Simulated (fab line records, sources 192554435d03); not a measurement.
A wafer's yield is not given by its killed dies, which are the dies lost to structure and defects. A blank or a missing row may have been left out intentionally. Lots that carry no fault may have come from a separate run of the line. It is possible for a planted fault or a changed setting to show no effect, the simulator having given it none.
Split-lot study | flow n5 finfet | 7 lots, 39 wafers read, on a route of 1938 steps

## ON THE SPLIT
At N5_SD_EPI_N_LINER_46 (material SiNx, target thk 3 nm), the setting target thk a was moved away from the recipe's 30 angstrom on 12 of the 39 wafers read, by -5.7% to +14.2%. This setting was run at the recipe's value on the other wafers.

The split's own step is where the reading is taken.

## THE READING
SiNx_of_SD_EPI_N_LINER_46.thk nm (the simulator's own value, which no gauge read), in nm, at N5_SD_EPI_N_LINER_46 (material SiNx, target thk 3 nm). The file does not state a usual value for it.

wafer  | tool, chamber at the split | target thk a as run, angstrom | against the recipe | SiNx_of_SD_EPI_N_LINER_46.thk nm, nm | against lot-mates on the recipe
L075.1 | ald sin-03, 0,1,2          | 30                            | recipe             | 3                                    | -
L075.4 | ald sin-03, 0,1,2          | 30                            | recipe             | 3                                    | -
L075.5 | ald sin-03, 0,1,2          | 30                            | recipe             | 3                                    | -
L076.1 | ald sin-04, 1,2,1          | 30                            | recipe             | 3                                    | -
L076.5 | ald sin-04, 1,2,1          | 30                            | recipe             | 3                                    | -
L076.6 | ald sin-04, 1,2,1          | 30                            | recipe             | 3                                    | -
L076.2 | ald sin-04, 0,2,3          | 31.99                         | +6.6%              | 3.2                                  | +0.2
L076.3 | ald sin-04, 0,2,3          | 31.99                         | +6.6%              | 3.2                                  | +0.2
L076.4 | ald sin-04, 0,2,3          | 31.99                         | +6.6%              | 3.2                                  | +0.2
L077.1 | ald sin-03, 2,0,1,2,1,0    | 30                            | recipe             | 3                                    | -
L077.2 | ald sin-03, 2,0,1,2,1,0    | 30                            | recipe             | 3                                    | -
L077.3 | ald sin-03, 2,0,1,2,1,0    | 30                            | recipe             | 3                                    | -
L077.4 | ald sin-03, 2,0,1,2,1,0    | 30                            | recipe             | 3                                    | -
L077.5 | ald sin-03, 2,0,1,2,1,0    | 30                            | recipe             | 3                                    | -
L077.6 | ald sin-03, 2,0,1,2,1,0    | 30                            | recipe             | 3                                    | -
L079.1 | ald sin-03, 1,0,2          | 34.26                         | +14.2%             | 3.4                                  | +0.4
L079.2 | ald sin-03, 1,0,2          | 34.26                         | +14.2%             | 3.4                                  | +0.4
L079.5 | ald sin-03, 1,0,2          | 34.26                         | +14.2%             | 3.4                                  | +0.4
L079.3 | ald sin-03, 2,3,1          | 30                            | recipe             | 3                                    | -
L079.4 | ald sin-03, 2,3,1          | 30                            | recipe             | 3                                    | -
L079.6 | ald sin-03, 2,3,1          | 30                            | recipe             | 3                                    | -
L085.1 | ald sin-04, 3              | 31.29                         | +4.3%              | 3.2                                  | +0.2
L085.5 | ald sin-04, 3              | 31.29                         | +4.3%              | 3.2                                  | +0.2
L085.2 | ald sin-04, 2              | 31.29                         | +4.3%              | 3                                    | +0.0
L085.3 | ald sin-04, 1,2,1          | 30                            | recipe             | 3                                    | -
L085.4 | ald sin-04, 1,2,1          | 30                            | recipe             | 3                                    | -
L085.6 | ald sin-04, 1,2,1          | 30                            | recipe             | 3                                    | -
L091.1 | ald sin-04, 3,1,3          | 30                            | recipe             | 3                                    | -
L091.2 | ald sin-04, 3,1,3          | 30                            | recipe             | 3                                    | -
L091.6 | ald sin-04, 3,1,3          | 30                            | recipe             | 3                                    | -
L091.3 | ald sin-04, 2,1,2          | 28.28                         | -5.7%              | 2.8                                  | -0.2
L091.4 | ald sin-04, 2,1,2          | 28.28                         | -5.7%              | 2.8                                  | -0.2
L091.5 | ald sin-04, 2,1,2          | 28.28                         | -5.7%              | 2.8                                  | -0.2
L096.1 | ald sin-01, 1,2,0,3,3,0    | 30                            | recipe             | 3                                    | -
L096.2 | ald sin-01, 1,2,0,3,3,0    | 30                            | recipe             | 3                                    | -
L096.3 | ald sin-01, 1,2,0,3,3,0    | 30                            | recipe             | 3                                    | -
L096.4 | ald sin-01, 1,2,0,3,3,0    | 30                            | recipe             | 3                                    | -
L096.5 | ald sin-01, 1,2,0,3,3,0    | 30                            | recipe             | 3                                    | -
L096.6 | ald sin-01, 1,2,0,3,3,0    | 30                            | recipe             | 3                                    | -
The file does not say which wafer passed through which chamber wherever a row lists several chambers: such a row stands for several wafers.

THE FIT
A straight line over all 39 wafers: SiNx_of_SD_EPI_N_LINER_46.thk nm changes by +0.0296 nm for each +1% of target thk a; r = +0.98; the points scatter about the line by 0.029 nm.
The same after taking each lot's own level away (the mean of its wafers on the recipe; 39 wafers): +0.0296 nm for each +1%; r = +0.98; scatter 0.029 nm.
According to that fit, moving target thk a by its largest amount changes the reading by 0.42 nm.
The lots' own levels span 3.00 to 3.00 nm.
Consequently the slope shifts little with the lot-to-lot level, the two slopes agreeing.
Check: +0.422 nm against its lot-mates is what the line predicts for one of the wafers moved furthest among these (+14.2%) when that wafer is left out of the fit. Against them it came out at +0.4 nm.

## THESE WAFERS: OTHER SPLITS
These wafers also went through other splits before the reading. Each is held against what the fit with the lots' levels taken away leaves over:
other split on the same wafers | wafers away from the commonest value | r with SiNx_of_SD_EPI_N_LINER_46.thk nm (lot level and that fit taken away)
N5_FIN_CUT_CUT_ETCH_15 time s  | 12                                   | -0.01
N5_DUMMY_GATE_ETCH_37 source w | 18                                   | +0.06

## FILE'S OWN FIT
SiNx_of_SD_EPI_N_LINER_46.thk nm changes by +0.0294 nm for each +1% of target thk a, r = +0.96.
